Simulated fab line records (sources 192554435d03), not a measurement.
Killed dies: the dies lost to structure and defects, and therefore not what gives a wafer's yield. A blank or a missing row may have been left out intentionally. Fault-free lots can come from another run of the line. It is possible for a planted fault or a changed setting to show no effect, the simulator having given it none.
Which tool is to blame? ; flow n5 finfet ; 10 lots, 30 wafers sampled, at 5 steps of a route of 1938

## WHAT EACH GAUGE READ, for each wafer
N5_BEOL_M8_THK_MEAS_01. Usual: for M8_ILD_THK the level is 155.1 nm and the standard deviation is 1.9.
lot;measured;on;M8_ILD_THK (nm);flag
L729;day 9 04:29;film metro-01;152.3 150.3 154.2;
L731;day 9 08:55;film metro-02;155.3 155.8 158.0;
L732;day 9 23:29;film metro-02;156.0 156.8 156.8;
L733;day 10 05:15;film metro-01;151.2 152.7 157.0;
L736;day 10 14:11;film metro-02;153.2 157.0 157.7;
L737;day 11 13:25;film metro-02;153.3 154.6 156.4;
L745;day 12 20:26;film metro-01;156.6 156.5 157.1;
L747;day 13 15:11;film metro-02;154.4 153.3 154.1;
L750;day 15 09:55;film metro-01;152.3 157.2 153.8;
L751;day 15 11:24;film metro-02;153.2 153.7 155.3;

## WHICH TOOL RAN EACH LOT (tool, then ch and the chambers of the sampled wafers, then the start)
lot;N5_BEOL_M7_PECVD_70;N5_BEOL_M7_CURE_75;N5_BEOL_M7_CMP_52;N5_BEOL_M7_DEP_56
L729;pecvd-04 ch 1,2, day 8 22:32;uv cure-02 ch 0, day 9 01:28;cmp-02 ch 1,2,3, day 9 02:55;pecvd-02 ch 0,1,2, day 9 03:16
L731;pecvd-04 ch 1,2, day 9 01:28;uv cure-01 ch 1, day 9 05:49;cmp-02 ch 0,1,3, day 9 07:53;pecvd-02 ch 0,2, day 9 08:12
L732;pecvd-02 ch 0,1,2, day 9 17:48;uv cure-03 ch 1, day 9 19:58;cmp-01 ch 0,1,2, day 9 22:28;pecvd-02 ch 0,1,2, day 9 22:47
L733;pecvd-02 ch 1,2, day 9 23:26;uv cure-01 ch 0, day 10 02:18;cmp-01 ch 0,2, day 10 04:11;pecvd-04 ch 0,2, day 10 04:32
L736;pecvd-04 ch 0,1,2, day 10 07:22;uv cure-01 ch 2, day 10 10:43;cmp-03 ch 0,2,3, day 10 13:10;pecvd-04 ch 0,2, day 10 13:29
L737;pecvd-04 ch 0,1, day 11 06:47;uv cure-01 ch 0, day 11 10:41;cmp-02 ch 0,1,2, day 11 12:25;pecvd-01 ch 1,2, day 11 12:42
L745;pecvd-04 ch 0,1, day 12 14:18;uv cure-01 ch 2, day 12 17:22;cmp-01 ch 0,2,3, day 12 19:22;pecvd-04 ch 1,2, day 12 19:44
L747;pecvd-04 ch 0,1, day 13 06:50;uv cure-01 ch 0, day 13 11:05;cmp-01 ch 1,2,3, day 13 14:10;pecvd-02 ch 0,1,2, day 13 14:29
L750;pecvd-02 ch 1,2, day 15 03:26;uv cure-02 ch 1, day 15 05:50;cmp-03 ch 0,3, day 15 08:53;pecvd-02 ch 0,1,2, day 15 09:12
L751;pecvd-02 ch 0,1,2, day 15 03:59;uv cure-03 ch 1, day 15 08:23;cmp-01 ch 0,2,3, day 15 10:20;pecvd-04 ch 1,2, day 15 10:41
- N5_BEOL_M7_PECVD_70: deposits SiO2 from TEOS/O2, target thk 20 nm, time 22.7 s.
- N5_BEOL_M7_CURE_75: cures SiCOH lowk, time 120 s.
- N5_BEOL_M7_CMP_52: polishes, stops on SiCOH lowk, t overpolish 6.9 s, target thk 80 nm.
- N5_BEOL_M7_DEP_56: deposits SiCN from 3MS/NH3, target thk 10 nm, time 17.5 s.

## WHAT THE TOOLS THEMSELVES READ (means of the sampled wafers that have a number; where no wafer has one, the mark that the record gives instead)
N5_BEOL_M7_PECVD_70. Usual: heater power w 723 W, standard deviation 81; showerhead plenum p Torr 8.78 Torr, standard deviation 0.054; throttle valve pct 22.6 %, standard deviation 0.63.
lot;tool;heater power w (W);showerhead plenum p Torr (Torr);throttle valve pct (%);flag
L729;pecvd-04;725;8.72;22.8;
L731;pecvd-04;716;8.72;22.6;
L732;pecvd-02;728;8.84;22.1;
L733;pecvd-02;649;8.84;21.6;
L736;pecvd-04;775;8.75;22.9;
L737;pecvd-04;652;8.77;23.0;
L745;pecvd-04;752;8.76;23.1;
L747;pecvd-04;691;8.77;22.8;
L750;pecvd-02;666;8.81;22.2;
L751;pecvd-02;735;8.83;22.5;

N5_BEOL_M7_CURE_75. Usual: lamp power pct 52.31 %, standard deviation 0.053; wafer_temp_C_max 371.9, standard deviation 0.64.
lot;tool;lamp power pct (%);wafer_temp_C_max;flag
L729;uv cure-02;52.32;371.9;
L731;uv cure-01;52.32;371.9;
L732;uv cure-03;52.32;371.5;
L733;uv cure-01;52.25;372.0;
L736;uv cure-01;52.30;371.5;
L737;uv cure-01;52.37;372.0;
L745;uv cure-01;52.34;371.7;
L747;uv cure-01;52.29;372.7;
L750;uv cure-02;52.33;372.1;
L751;uv cure-03;52.31;371.8;

N5_BEOL_M7_CMP_52. Usual: barrier field endpoint s 28.5 s, standard deviation 0.66; clearing platen down force psi 1.5000 psi, standard deviation 0.0027; motor current A 6.3 A, standard deviation 0.51; overpolish run s 6.900 s, standard deviation 0.0091; retaining ring pressure frac 1.000, standard deviation 0.0053.
lot;tool;barrier field endpoint s (s);clearing platen down force psi (psi);motor current A (A);overpolish run s (s);retaining ring pressure frac;flag
L729;cmp-02;28.2;1.4967;6.4;6.910;1.000;
L731;cmp-02;28.1;1.4979;6.3;6.887;0.997;
L732;cmp-01;28.8;1.5010;6.5;6.900;1.002;
L733;cmp-01;27.9;1.4993;6.8;6.899;1.002;
L736;cmp-03;29.0;1.4992;5.8;6.903;1.001;
L737;cmp-02;28.8;1.4999;6.8;6.904;0.997;
L745;cmp-01;39.5;1.4994;6.4;3.476;1.004;OFF
L747;cmp-01;39.5;1.5026;6.1;3.258;1.003;OFF
L750;cmp-03;29.1;1.5012;6.3;6.894;1.002;
L751;cmp-01;29.5;1.4983;6.5;6.895;1.003;

N5_BEOL_M7_DEP_56. Usual: showerhead plenum p Torr 3.664 Torr, standard deviation 0.012; throttle valve pct 9.14 %, standard deviation 0.29.
lot;tool;showerhead plenum p Torr (Torr);throttle valve pct (%);flag
L729;pecvd-02;3.677;8.96;
L731;pecvd-02;3.665;9.08;
L732;pecvd-02;3.678;8.80;
L733;pecvd-04;3.653;9.33;
L736;pecvd-04;3.658;9.35;
L737;pecvd-01;3.673;9.07;
L745;pecvd-04;3.653;9.16;
L747;pecvd-02;3.680;9.05;
L750;pecvd-02;3.671;9.01;
L751;pecvd-04;3.658;9.14;

## THE ANSWER, worked out from the rows above alone
Rule: lot off if the mean of its wafers having a number is beyond 3 standard deviations from the usual mean. A lot without any number at a reading at which 4 lots or more have one is off too. Any other lot the step has rows for is counted as sound. After the gauges, taken in route order, come the tools' own readings; for these a lot's mean is taken, as printed above. The first step at which some lot is off is used, and at that step the reading that is off furthest; a lot without a number counts as furthest.
Off: L745, L747, at N5_BEOL_M7_CMP_52 (overpolish run s).
If a tool, at that step or one of the process steps before it, ran each lot that is off and ran no sound lot following the first of them, it fits. 2 tools fit, pecvd-04 at N5_BEOL_M7_PECVD_70 and uv cure-01 at N5_BEOL_M7_CURE_75, so this cannot tell which one it is.

## WHAT THE SIMULATOR PUT IN
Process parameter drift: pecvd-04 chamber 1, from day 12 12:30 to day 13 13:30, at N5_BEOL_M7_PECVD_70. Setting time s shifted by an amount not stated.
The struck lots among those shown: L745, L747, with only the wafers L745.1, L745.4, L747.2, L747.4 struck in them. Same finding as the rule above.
